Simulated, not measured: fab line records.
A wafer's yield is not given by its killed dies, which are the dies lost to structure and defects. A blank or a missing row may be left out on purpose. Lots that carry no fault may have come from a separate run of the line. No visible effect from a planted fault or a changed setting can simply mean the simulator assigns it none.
A lot that was struck, set against a sound lot | flow n5Finfet | 37 steps out of a route of 1938
Sound: wafers L852.1, L852.3, L852.6. Wafers L844.1, L844.2, L844.3 were the ones struck. The cause is given at the end.
For every step that has rows: the tool of each side, followed by ch and its chambers, followed by its first start. Under that, the readings that differ: sound wafers | struck wafers | difference of the means | sigmas: that difference in standard deviations of wafers without a fault.
alike: words and numbers the same on both sides, and readings whose means are apart by under 2 such deviations; not compared: readings that were withheld, readings missing a value for some wafer, numbers with overlapping values and no deviation given by the record, and bounds like >300 which may hide the same value.
Wherever a step has rows on one side only, a row that says differs or no value, or a row with sigmas, the two part there. Non-overlapping numbers with no deviation appear without sigmas and do not part them. Lack of a reading on every wafer of one side parts them only where that side has two or more wafers.

first, 9 steps without rows for these wafers: N5_BEOL_M5_ANNEAL_89 (time 1800 s); N5_BEOL_M5_SPUTTER_90 (material Cu, target thk 4.5 nm, time 8.29 s); N5_BEOL_M5_ECD_50 (material Cu, target thk 300 nm); N5_BEOL_M5_ANNEAL_51 (time 90 s); N5_BEOL_M5_CMP_52 (polishes, stops on SiCOH lowk, t overpolish 6.9 s, target thk 62 nm); N5_BEOL_M5_PRE_CLEAN_77 (time 15 s); N5_BEOL_M5_CO_CAP_78 (material Co, precursor CCTBA/H2, target thk 2 nm, time 102.1 s); N5_BEOL_M5_PRE_CLEAN_55 (time 15 s); N5_BEOL_M5_DEP_56 (deposits SiCN from 3MS/NH3, target thk 8 nm, time 14 s).
N5_BEOL_M6_ILD_DEP_00: deposits SiCOH lowk from DEMS/porogen, target thk 179.75 nm, time 33.4 s.
  sound on pecvd-04 ch 0,2, day 14 12:05; struck on pecvd-01 ch 0,1,2, day 12 22:49
reading                                           | sound                | struck               | difference | sigmas
susceptorTempC (C)                                | 299.98 299.82 300.19 | 310.57 311.03 310.72 | +10.78     | +54
model.SiCOH_lowk_of_BEOL_M6_ILD_DEP_00.thkNm (nm) | 180 179 182          | 166.6 168.4 166.4    | -13.2      | 
  alike: chamberPressureTorr, heaterPowerW, showerheadPlenumPTorr, throttleValvePct
then, 1 step without rows for these wafers: N5_BEOL_M6_CURE_74 (cures SiCOH lowk, time 240 s).
N5_BEOL_M6_THK_MEAS_01:
  sound on filmMetro-01, day 14 13:09; struck on filmMetro-01, day 12 23:23
reading         | sound             | struck            | difference | sigmas
M6_ILD_THK (nm) | 155.4 154.4 156.9 | 143.6 145.3 143.4 | -11.5      | -7
then, 23 steps without rows for these wafers: N5_BEOL_M6_PECVD_70 (deposits SiO2 from TEOS/O2, target thk 20 nm, time 22.7 s); N5_BEOL_M6_HM_DEP_02 (deposits TiN, target thk 20 nm); N5_BEOL_M6_COAT_59 (time 60 s, resist thk 100 nm); N5_BEOL_M6_COAT_60 (time 60 s, resist thk 35 nm); N5_BEOL_M6_COAT_05 (resist thk 90 nm); N5_BEOL_M6_EBR_07; N5_BEOL_M6_SOFTBAKE_06 (time 60 s); N5_BEOL_M6_EXPOSE_08 (exposes mask M6); N5_BEOL_M6_PEB_09 (peb time 60 s); N5_BEOL_M6_DEVELOP_10 (develop time 30 s); N5_BEOL_M6_DESCUM_16 (chemistry O2, time 7.9 s); N5_BEOL_M6_ETCH_61 (etches SiARC in CF4, target depth 45.5 nm, time 75.8 s); N5_BEOL_M6_ETCH_62 (etches SOC in N2/H2, target depth 110 nm, overetch 22 nm, time 165 s); N5_BEOL_M6_STRIP_68 (strips in N2/H2); N5_BEOL_M6_STRIP_67 (strips in CF4); N5_BEOL_M6_HM_OPEN_17 (chemistry Cl2/BCl3, target TiN, target depth 20 nm, overetch 6 nm); N5_BEOL_M6_STRIP_19 (strips in O2); N5_BEOL_M6_COAT_63 (time 60 s, resist thk 60 nm); N5_BEOL_M6_COAT_64 (time 60 s, resist thk 12 nm); N5_BEOL_M6_COAT_71 (time 60 s, resist thk 5 nm); N5_BEOL_M6_COAT_22 (resist thk 30 nm); N5_BEOL_M6_EBR_24; N5_BEOL_M6_SOFTBAKE_23 (time 60 s).
N5_BEOL_M6_CMP_52: polishes, stops on SiCOH lowk, t overpolish 6.9 s, target thk 80 nm.
  sound on cmp-02 ch 1,2,3, day 14 20:28; struck on cmp-04 ch 0,1,3, day 13 05:04
reading                                           | sound           | struck            | difference | sigmas
model.SiCOH_lowk_of_BEOL_M6_ILD_DEP_00.thkNm (nm) | 152.2 151.2 154 | 140.6 142.2 140.4 | -11.4      | 
  alike: edgeZonePressureFrac, motorCurrentA, platenRpm
-- a jump in the record: the struck wafers' starts before and after are 3 days apart (it breaks off in module BEOL_M6 and resumes in module PASSIVATION, where the first step shown is number 1936 of the route) --
N5_PASSIVATION_PROBE_49:
  the record has rows for the struck wafers here (prober-02, day 16 17:04) and none for the sound ones

== WHERE THEY PART ==
Earliest at N5_BEOL_M6_ILD_DEP_00; latest, in this record, at N5_PASSIVATION_PROBE_49.

WHY: the cause the simulator had injected
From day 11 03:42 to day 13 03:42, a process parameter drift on pecvd-01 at N5_BEOL_M6_ILD_DEP_00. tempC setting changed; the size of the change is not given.
